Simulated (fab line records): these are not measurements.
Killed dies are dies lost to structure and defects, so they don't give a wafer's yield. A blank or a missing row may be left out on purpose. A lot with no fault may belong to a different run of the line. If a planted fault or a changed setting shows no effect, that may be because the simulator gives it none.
What tool caused it?	flow nandHarc	Sampling: 6 lots, 18 wafers, 2 of 1159 route steps

## WHAT EACH GAUGE READ, for each wafer
NHARC_A_ONON_D1_THK_MEAS_18: measures by ellipsometry.
lot	measured	on	thkNm (nm)
L951	day 7 21:16	filmMetro-01	1007 1007 1009
L954	day 8 10:46	filmMetro-02	999 998 1000
L955	day 9 01:10	filmMetro-02	992 993 992
L969	day 12 00:40	filmMetro-01	998 996 997
L970	day 12 15:36	filmMetro-01	999 1004 999
L973	day 13 07:38	filmMetro-02	993 993 993

## EACH LOT AND THE TOOL THAT RAN IT (in order: tool; ch and the chambers of the sampled wafers; start)
lot	NHARC_A_ONON_D1_DEP_16
L951	pecvdOnon-04 ch 0, day 7 20:45
L954	pecvdOnon-02 ch 0, day 8 10:22
L955	pecvdOnon-02 ch 0, day 9 00:42
L969	pecvdOnon-01 ch 0, day 12 00:09
L970	pecvdOnon-04 ch 0, day 12 15:09
L973	pecvdOnon-04 ch 0, day 13 07:17
- NHARC_A_ONON_D1_DEP_16: target thk 1000 nm.

## THE ANSWER, worked out from the rows above alone
Rule: what is usual is taken from the lots themselves. Put in order of their means at a reading, lots are off if they are a third of the lots or fewer, leave a main group of 4 or more, and stand apart from it by a gap of 3 or more times the standard deviation of the main group's means; of several such gaps the widest counts. The tables above print the reading to a certain number of digits; a main group whose means all agree to those digits is not used. A lot without any number at a reading at which 4 lots or more have one is off too. All remaining lots with rows at the step are treated as sound.
No lot is off at any reading shown: from this, nothing can be told.

## WHAT THE SIMULATOR HAD INSERTED
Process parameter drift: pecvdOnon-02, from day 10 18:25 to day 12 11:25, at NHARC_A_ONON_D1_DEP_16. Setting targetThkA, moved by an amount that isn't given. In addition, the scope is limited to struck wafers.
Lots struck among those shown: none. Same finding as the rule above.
